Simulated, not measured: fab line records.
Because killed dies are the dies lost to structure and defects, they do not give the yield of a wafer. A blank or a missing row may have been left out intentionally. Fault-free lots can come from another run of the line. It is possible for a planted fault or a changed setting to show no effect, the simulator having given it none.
fab line records + flow n5Finfet + part 2 of 2: steps 22 to 30 of 30
record:
- lots: 5
- wafers: 15
- lastDay: 18
route steps=1938 shown FIN_SAQP@153 FIN_CUT@154
lots with no fault: from the same line, run without faults
startH: hours from the record's first day to the start of the lot's first wafer shown + waitH: how many hours have passed since the lot's step before this one + " as in the row above + L1.1+2: a single row standing in for several wafers + - no value present, or no start provided + * or withheld: withheld + < > ~ a bound
route shown NAME@n: a module of which the file shows steps, and the number in the route of the first + usual: mean and standard deviation over wafers with no fault + same: alike in all rows + chamber/n: place in a boat + sites: readings site by site + _std_site: their standard deviation + _edge_site: outer sites' mean less inner sites' + radiusMm: how far each site lies from the wafer's centre + mask NAME#n: copy n + behind: tool/chamber where the wafer was last shaped + hold: what put the lot on hold/how long, in hours/how the hold closed + device: the n, p or np transistor that did not switch + end of line: the route-end tests of the same wafers + for a step that has no rows: nothing shown but its recipe + killed: not the wafer's yield, but the dies lost to structure and defects at the first sort + map: a wafer's dies, x killed, . not, _ none there
set.NAME: the setting as run; set.NAME@STEP: as run at that earlier step + model.NAME: the simulator's own value behind a step, which no gauge read
certain route steps with their lots: each step a table, each wafer a row
services: when a tool's chamber went out of use (startH, in hours from the record's first day, below 0 if earlier), for how many hours, and the reason
== steps ==
step: N5_FIN_CUT_CUT_ETCH_27
recipe:
- chemistry: CHF3/O2
- target: SiO2
- targetDepthA: 40
- maskMaterial: SOC
- overetchA: 20
- timeS: 4.9
- pressureMtorr: 30
- sourceW: 650
- biasW: 170
- Ar_flow_sccm: 200
- CHF3_flow_sccm: 50
- O2_flow_sccm: 5
- ionEnergyEv: 200
usual:
- drypumpMotorCurrentA: 5.7/0.41
- oesProductAu: 0.61/0.063
- rfVppV: 523/4.4
- showerheadPlenumPTorr: 2.41/0.072
- throttleValvePct: 18.90/0.2
| lot.wafer | tool       | chamber | startH | waitH | drypumpMotorCurrentA | oesProductAu | rfHoursCounterH | rfVppV | showerheadPlenumPTorr | throttleValvePct |
|-----------|------------|---------|--------|-------|----------------------|--------------|-----------------|--------|-----------------------|------------------|
| L082.2    | rieDiel-02 | 0       | 75.80  | 0.0   | 4.8                  | 0.56         | 223             | 524    | 2.47                  | 19.07            |
| L082.5    | "          | 0       | "      | "     | 4.8                  | 0.56         | -               | 523    | 2.47                  | 19.08            |
| L082.6    | "          | 1       | "      | "     | 5.6                  | 0.61         | -               | 519    | 2.32                  | 19.00            |
| L087.1    | rieDiel-02 | 0       | 106.20 | 0.0   | 4.8                  | 0.55         | 230             | 523    | 2.47                  | 19.09            |
| L087.4    | "          | 2       | "      | "     | 6.1                  | 0.70         | 41              | 524    | 2.36                  | 18.83            |
| L087.6    | "          | 1       | "      | "     | 5.6                  | 0.61         | -               | 519    | 2.32                  | 19.00            |
| L088.1    | rieDiel-02 | 3       | 111.04 | 0.0   | 5.9                  | 0.58         | 160             | 513    | 2.31                  | 18.71            |
| L088.3    | "          | 3       | "      | "     | 5.9                  | 0.59         | -               | 514    | 2.31                  | 18.71            |
| L088.6    | "          | 3       | "      | "     | 5.9                  | 0.59         | -               | 514    | 2.31                  | 18.72            |
| L090.2    | rieDiel-05 | 1       | 123.28 | 0.0   | 5.4                  | 0.72         | 28              | 528    | 2.46                  | 18.55            |
| L090.3    | "          | 0       | "      | "     | 5.8                  | 0.56         | 202             | 523    | 2.39                  | 18.66            |
| L090.6    | "          | 3       | "      | "     | 6.4                  | 0.62         | -               | 529    | 2.41                  | 19.12            |
| L092.3    | rieDiel-05 | 1       | 135.89 | 0.0   | 5.3                  | 0.71         | 32              | 528    | 2.46                  | 18.56            |
| L092.4    | "          | 2       | "      | "     | 6.2                  | 0.79         | 0               | 525    | 2.37                  | 18.77            |
| L092.6    | "          | 2       | "      | "     | 6.2                  | 0.79         | -               | 526    | 2.37                  | 18.77            |
step: N5_FIN_CUT_PRECLEAN_35
recipe:
- timeS: 13.3
- tempC: 45
- pressureTorr: 125
- pHfTorr: 3
- pCoreactantTorr: 25
- chemistry: vHF
usual:
- drypumpMotorCurrentA: 5.89/0.18
| lot.wafer | tool         | chamber | startH | waitH | drypumpMotorCurrentA |
|-----------|--------------|---------|--------|-------|----------------------|
| L082.2    | vaporEtch-01 | 0       | 75.87  | 0.0   | 6.14                 |
| L082.5    | "            | 0       | "      | "     | 6.13                 |
| L082.6    | "            | 1       | "      | "     | 5.88                 |
| L087.1    | vaporEtch-02 | 0       | 106.27 | 0.0   | 5.67                 |
| L087.4    | "            | 0       | "      | "     | 5.68                 |
| L087.6    | "            | 0       | "      | "     | 5.67                 |
| L088.1    | vaporEtch-02 | 1       | 111.13 | 0.1   | 5.97                 |
| L088.3    | "            | 1       | "      | "     | 5.95                 |
| L088.6    | "            | 1       | "      | "     | 5.95                 |
| L090.2    | vaporEtch-02 | 0       | 123.35 | 0.0   | 5.66                 |
| L090.3    | "            | 0       | "      | "     | 5.67                 |
| L090.6    | "            | 1       | "      | "     | 5.96                 |
| L092.3    | vaporEtch-02 | 1       | 135.98 | 0.1   | 5.96                 |
| L092.4    | "            | 0       | "      | "     | 5.66                 |
| L092.6    | "            | 1       | "      | "     | 5.98                 |
step: N5_FIN_CUT_CUT_ETCH_15
recipe:
- chemistry: HBr/Cl2/O2
- target: Si
- targetDepthA: 1000
- btTimeS: 10
- maskMaterial: SOC
- timeS: 42.4
- ionEnergyEv: *
- biasW: *
- pressureMtorr: 10
- icpW: 800
- HBr_flow_sccm: 150
- Cl2_flow_sccm: 80
- O2_flow_sccm: 12
usual:
- drypumpMotorCurrentA: 5.6/0.61
- oesProductAu: 1.007/0.016
- throttleValvePct: 37.2/0.35
| lot.wafer | tool     | chamber | startH | waitH | drypumpMotorCurrentA | oesProductAu | rfHoursCounterH | throttleValvePct |
|-----------|----------|---------|--------|-------|----------------------|--------------|-----------------|------------------|
| L082.2    | rieSi-03 | 1       | 75.95  | 0.1   | 6.3                  | 0.999        | 159             | 37.3             |
| L082.5    | "        | 0       | "      | "     | 5.1                  | 1.008        | -               | 37.2             |
| L082.6    | "        | 1       | "      | "     | 6.3                  | 0.995        | -               | 37.3             |
| L087.1    | rieSi-03 | 3       | 106.35 | 0.1   | 4.7                  | 1.033        | 197             | 38.0             |
| L087.4    | "        | 3       | "      | "     | 4.7                  | 1.028        | -               | 38.0             |
| L087.6    | "        | 0       | "      | "     | 5.1                  | 1.002        | -               | 37.2             |
| L088.1    | rieSi-06 | 2       | 111.21 | 0.1   | 5.7                  | 0.979        | 4               | 36.8             |
| L088.3    | "        | 3       | "      | "     | 5.6                  | 1.017        | 14              | 37.4             |
| L088.6    | "        | 3       | "      | "     | 5.5                  | 1.005        | -               | 37.4             |
| L090.2    | rieSi-03 | 2       | 123.43 | 0.1   | 6.7                  | 1.014        | 187             | 36.8             |
| L090.3    | "        | 1       | "      | "     | 6.3                  | 1.005        | 160             | 37.3             |
| L090.6    | "        | 0       | "      | "     | 5.1                  | 1.018        | -               | 37.2             |
| L092.3    | rieSi-05 | 0       | 136.04 | 0.0   | 5.8                  | 1.010        | 193             | 37.3             |
| L092.4    | "        | 1       | "      | "     | 5.0                  | 0.995        | 8               | 37.7             |
| L092.6    | "        | 1       | "      | "     | 5.0                  | 1.000        | -               | 37.7             |
step: N5_FIN_CUT_CUT_ETCH_28
recipe:
- chemistry: HBr/Cl2/O2
- target: Si
- targetDepthA: 60
- maskMaterial: SOC
- timeS: 2.4
- ionEnergyEv: *
- biasW: *
- pressureMtorr: 10
- icpW: 800
- HBr_flow_sccm: 150
- Cl2_flow_sccm: 80
- O2_flow_sccm: 12
usual:
- drypumpMotorCurrentA: 5.6/0.61
- oesProductAu: 1.007/0.016
- throttleValvePct: 37.2/0.35
| lot.wafer | tool     | chamber | startH | waitH | drypumpMotorCurrentA | oesProductAu | rfHoursCounterH | throttleValvePct |
|-----------|----------|---------|--------|-------|----------------------|--------------|-----------------|------------------|
| L082.2    | rieSi-03 | 1       | 76.01  | 0.0   | 6.3                  | 0.994        | 159             | 37.3             |
| L082.5    | "        | 0       | "      | "     | 5.1                  | 1.007        | -               | 37.2             |
| L082.6    | "        | 1       | "      | "     | 6.3                  | 0.998        | -               | 37.3             |
| L087.1    | rieSi-03 | 3       | 106.40 | 0.0   | 4.7                  | 1.021        | 197             | 37.9             |
| L087.4    | "        | 3       | "      | "     | 4.7                  | 1.029        | -               | 38.0             |
| L087.6    | "        | 0       | "      | "     | 5.1                  | 1.006        | -               | 37.2             |
| L088.1    | rieSi-06 | 2       | 111.26 | 0.0   | 5.7                  | 0.992        | 4               | 36.8             |
| L088.3    | "        | 3       | "      | "     | 5.5                  | 1.015        | 14              | 37.4             |
| L088.6    | "        | 3       | "      | "     | 5.6                  | 1.006        | -               | 37.4             |
| L090.2    | rieSi-03 | 2       | 123.48 | 0.0   | 6.7                  | 1.021        | 187             | 36.8             |
| L090.3    | "        | 1       | "      | "     | 6.3                  | 0.995        | 160             | 37.3             |
| L090.6    | "        | 0       | "      | "     | 5.1                  | 1.004        | -               | 37.2             |
| L092.3    | rieSi-05 | 0       | 136.09 | 0.0   | 5.7                  | 1.018        | 193             | 37.3             |
| L092.4    | "        | 1       | "      | "     | 5.0                  | 1.001        | 8               | 37.7             |
| L092.6    | "        | 1       | "      | "     | 5.0                  | 1.000        | -               | 37.7             |
step: N5_FIN_CUT_STRIP_22
recipe:
- chemistry: N2/H2
- powerW: 500
- tempC: 40
- pressureMtorr: 50
- rfFrequencyHz: 6e+07
- overashFraction: 0.3
- biasPowerW: 8
- h2Frac: 0.5
- n2FlowSccm: 300
- h2FlowSccm: 300
usual:
- drypumpMotorCurrentA: 5.7/0.38
- n2FlowSccm: 300.0/0.97
- oesProductAu: 0.77/0.087
- rfVppV: 54.5/2.3
- showerheadPlenumPTorr: 3.35/0.1
- throttleValvePct: 19.11/0.27
| lot.wafer | tool       | chamber | startH | waitH | drypumpMotorCurrentA | n2FlowSccm | oesProductAu | rfHoursCounterH | rfVppV | showerheadPlenumPTorr | throttleValvePct |
|-----------|------------|---------|--------|-------|----------------------|------------|--------------|-----------------|--------|-----------------------|------------------|
| L082.2    | rieDiel-05 | 2       | 76.07  | 0.0   | 6.2                  | 298.0      | 0.68         | 240             | 59.9   | 3.31                  | 18.93            |
| L082.5    | "          | 0       | "      | "     | 5.8                  | 299.2      | 0.70         | -               | 55.7   | 3.33                  | 18.94            |
| L082.6    | "          | 1       | "      | "     | 5.4                  | 300.4      | 0.93         | -               | 51.9   | 3.44                  | 18.78            |
| L087.1    | rieDiel-02 | 2       | 106.51 | 0.1   | 6.1                  | 301.0      | 0.90         | 41              | 54.4   | 3.28                  | 18.97            |
| L087.4    | "          | 0       | "      | "     | 4.8                  | 300.2      | 0.68         | 231             | 53.1   | 3.44                  | 19.31            |
| L087.6    | "          | 2       | "      | "     | 6.0                  | 301.8      | 0.91         | -               | 51.5   | 3.28                  | 18.97            |
| L088.1    | rieDiel-02 | 0       | 111.33 | 0.0   | 4.8                  | 301.5      | 0.69         | 233             | 55.9   | 3.44                  | 19.29            |
| L088.3    | "          | 2       | "      | "     | 6.1                  | 300.5      | 0.89         | 42              | 55.3   | 3.28                  | 18.94            |
| L088.6    | "          | 2       | "      | "     | 6.0                  | 301.7      | 0.90         | -               | 56.9   | 3.28                  | 18.99            |
| L090.2    | rieDiel-03 | 2       | 123.55 | 0.0   | 5.7                  | 300.5      | 0.72         | 187             | 53.6   | 3.22                  | 18.86            |
| L090.3    | "          | 1       | "      | "     | 5.7                  | 300.9      | 0.74         | 164             | 56.0   | 3.35                  | 19.72            |
| L090.6    | "          | 2       | "      | "     | 5.8                  | 299.0      | 0.71         | -               | 54.1   | 3.22                  | 18.82            |
| L092.3    | rieDiel-03 | 1       | 136.16 | 0.0   | 5.7                  | 299.6      | 0.74         | 168             | 53.4   | 3.35                  | 19.67            |
| L092.4    | "          | 2       | "      | "     | 5.7                  | 299.9      | 0.70         | 192             | 53.4   | 3.21                  | 18.82            |
| L092.6    | "          | 0       | "      | "     | 5.9                  | 301.4      | 0.84         | -               | 52.8   | 3.54                  | 19.31            |
step: N5_FIN_CUT_PRECLEAN_36
recipe:
- chemistry: O3/DIW
- timeS: 60
- tempC: 22
- o3Ppm: 10
| lot.wafer  | tool        | chamber | startH | waitH |
|------------|-------------|---------|--------|-------|
| L082.2+5+6 | wetBench-06 | 2,0,3   | 76.14  | -     |
| L087.1+4+6 | wetBench-01 | 6,1,5   | 106.58 | -     |
| L088.1+3+6 | wetBench-01 | 7,0,4   | 111.40 | -     |
| L090.2+3+6 | wetBench-01 | 0,5,1   | 123.62 | -     |
| L092.3+4+6 | wetBench-03 | 2,3,7   | 136.23 | -     |
step: N5_FIN_CUT_SRD_32
recipe:
- dry: ipaMarangoni
- timeS: 30
- tempC: 23
- rinseLiquid: diw
| lot.wafer  | tool        | chamber | startH | waitH |
|------------|-------------|---------|--------|-------|
| L082.2+5+6 | wetBench-06 | 2,0,3   | 76.16  | 0.0   |
| L087.1+4+6 | wetBench-01 | 6,1,5   | 106.60 | 0.0   |
| L088.1+3+6 | wetBench-01 | 7,0,4   | 111.42 | 0.0   |
| L090.2+3+6 | wetBench-01 | 0,5,1   | 123.64 | 0.0   |
| L092.3+4+6 | wetBench-03 | 2,3,7   | 136.25 | 0.0   |
step: N5_FIN_CUT_UV_OZONE_34
recipe:
- timeS: 120
- pressureTorr: 760
- tempC: 25
| lot.wafer  | tool        | chamber | startH | waitH |
|------------|-------------|---------|--------|-------|
| L082.2+5+6 | wetBench-06 | 2,0,3   | 76.18  | 0.0   |
| L087.1+4+6 | wetBench-01 | 6,1,5   | 106.62 | 0.0   |
| L088.1+3+6 | wetBench-01 | 7,0,4   | 111.43 | 0.0   |
| L090.2+3+6 | wetBench-01 | 0,5,1   | 123.66 | 0.0   |
| L092.3+4+6 | wetBench-03 | 2,3,7   | 136.26 | 0.0   |
step: N5_FIN_CUT_INSPECT_17
recipe:
- inspectInstrument: brightfield
- mode: aei
usual:
- rawDefectCount: 224/64
| lot.wafer | tool             | chamber | startH | waitH | rawDefectCount |
|-----------|------------------|---------|--------|-------|----------------|
| L082.2    | defectInspect-01 | -       | 76.24  | 0.0   | 110            |
| L082.5    | "                | -       | "      | "     | 184            |
| L082.6    | "                | -       | "      | "     | 174            |
| L087.1    | defectInspect-02 | -       | 106.68 | 0.0   | 317            |
| L087.4    | "                | -       | "      | "     | 232            |
| L087.6    | "                | -       | "      | "     | 409            |
| L088.1    | defectInspect-02 | -       | 111.49 | 0.0   | 193            |
| L088.3    | "                | -       | "      | "     | 198            |
| L088.6    | "                | -       | "      | "     | 268            |
| L090.2    | defectInspect-01 | -       | 123.72 | 0.0   | 311            |
| L090.3    | "                | -       | "      | "     | 240            |
| L090.6    | "                | -       | "      | "     | 184            |
| L092.3    | defectInspect-02 | -       | 136.32 | 0.0   | 231            |
| L092.4    | "                | -       | "      | "     | 221            |
| L092.6    | "                | -       | "      | "     | 272            |
== services ==
| tool          | chamber | startH | hours | kind                        |
|---------------|---------|--------|-------|-----------------------------|
| vaporEtch-01  | -       | 60.03  | 15.6  | pm                          |
| euvScanner-02 | 0       | 60.86  | -     | calibration                 |
| wetBench-03   | -       | 66.62  | 2.6   | repair                      |
| euvScanner-02 | -       | 89.94  | 5.8   | pm                          |
| rieSi-03      | 2       | 93.10  | 14.9  | repair                      |
| rieDiel-05    | 3       | 93.94  | 21.0  | repair                      |
| rieDiel-02    | 1       | 107.68 | 15.5  | repair                      |
| rieDiel-02    | 2       | 107.69 | 2.9   | repair                      |
| rieSi-03      | -       | 109.49 | 0.4   | repair                      |
| rieSi-03      | 3       | 112.39 | -     | clean                       |
| rieSi-03      | 3       | 112.39 | 14.2  | scheduledDown               |
| rieSi-03      | 3       | 112.39 | 14.2  | ventCycle                   |
| vaporEtch-01  | -       | 112.66 | 2.8   | pm                          |
| rieDiel-05    | 2       | 115.16 | -     | clean                       |
| rieDiel-05    | 2       | 115.16 | -     | consumableReplace:focusRing |
| rieDiel-05    | 2       | 115.16 | 17.7  | scheduledDown               |
| rieDiel-05    | 2       | 115.16 | 17.7  | ventCycle                   |
| wetBench-01   | -       | 128.42 | 0.7   | repair                      |
